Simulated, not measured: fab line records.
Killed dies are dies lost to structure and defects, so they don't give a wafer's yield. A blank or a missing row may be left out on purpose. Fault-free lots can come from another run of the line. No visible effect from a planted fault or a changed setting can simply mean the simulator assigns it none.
Matching of chambers / flow n5Finfet / N5_BEOL_M0_SAQP_SPACER2_ETCHBACK_27 on rieDiel-05: 4 sister chambers
The step etches SiO2 in CHF3/O2, target depth 22.5 nm, time 11.25 s. 8 wafers are shown with their chamber, then 9 later ones without.

== WAFERS WITH THEIR CHAMBER ==
wafer=L079.5; chamber=0; drypumpMotorCurrentA (A)=6.0; rfVppV (V)=515
wafer=L080.4; chamber=0; drypumpMotorCurrentA (A)=6.0; rfVppV (V)=514
wafer=L081.6; chamber=3; drypumpMotorCurrentA (A)=5.8; rfVppV (V)=529
wafer=L086.1; chamber=3; drypumpMotorCurrentA (A)=5.7; rfVppV (V)=530
wafer=L086.3; chamber=2; drypumpMotorCurrentA (A)=5.2; rfVppV (V)=543
wafer=L085.3; chamber=2; drypumpMotorCurrentA (A)=5.2; rfVppV (V)=544
wafer=L085.4; chamber=1; drypumpMotorCurrentA (A)=5.5; rfVppV (V)=544
wafer=L085.5; chamber=1; drypumpMotorCurrentA (A)=5.5; rfVppV (V)=543

== WAFERS WITHOUT THEIR CHAMBER ==
wafer=L087.2; drypumpMotorCurrentA (A)=5.2; rfVppV (V)=543
wafer=L087.5; drypumpMotorCurrentA (A)=5.2; rfVppV (V)=545
wafer=L087.6; drypumpMotorCurrentA (A)=5.5; rfVppV (V)=544
wafer=L089.2; drypumpMotorCurrentA (A)=5.5; rfVppV (V)=544
wafer=L089.3; drypumpMotorCurrentA (A)=5.2; rfVppV (V)=542
wafer=L089.4; drypumpMotorCurrentA (A)=5.8; rfVppV (V)=528
wafer=L090.1; drypumpMotorCurrentA (A)=5.2; rfVppV (V)=542
wafer=L090.3; drypumpMotorCurrentA (A)=6.0; rfVppV (V)=515
wafer=L090.4; drypumpMotorCurrentA (A)=5.5; rfVppV (V)=543

== EACH ONE'S CHAMBER ==
wafer=L087.2; from the rows above=2; in truth=2
wafer=L087.5; from the rows above=2; in truth=2
wafer=L087.6; from the rows above=1; in truth=1
wafer=L089.2; from the rows above=1; in truth=1
wafer=L089.3; from the rows above=2; in truth=2
wafer=L089.4; from the rows above=3; in truth=3
wafer=L090.1; from the rows above=2; in truth=2
wafer=L090.3; from the rows above=0; in truth=0
wafer=L090.4; from the rows above=1; in truth=1
9 of 9 placed correctly. Can't be placed from these rows: 0. Placed wrongly: 0.
How it was worked out, from the rows above alone: a wafer's distance from a chamber is the root of the sum, over the readings, of the square of ((its reading less the chamber's mean) divided by the reading's scatter). If the next closest chamber is less than 2 further off than the closest, the wafer can't be placed; otherwise it belongs to the closest. Each chamber's mean is taken over the wafers shown for it. The scatter is the square root of a quotient: the sum, over the shown wafers, of each reading's squared deviation from its chamber's mean, divided by wafers minus chambers.
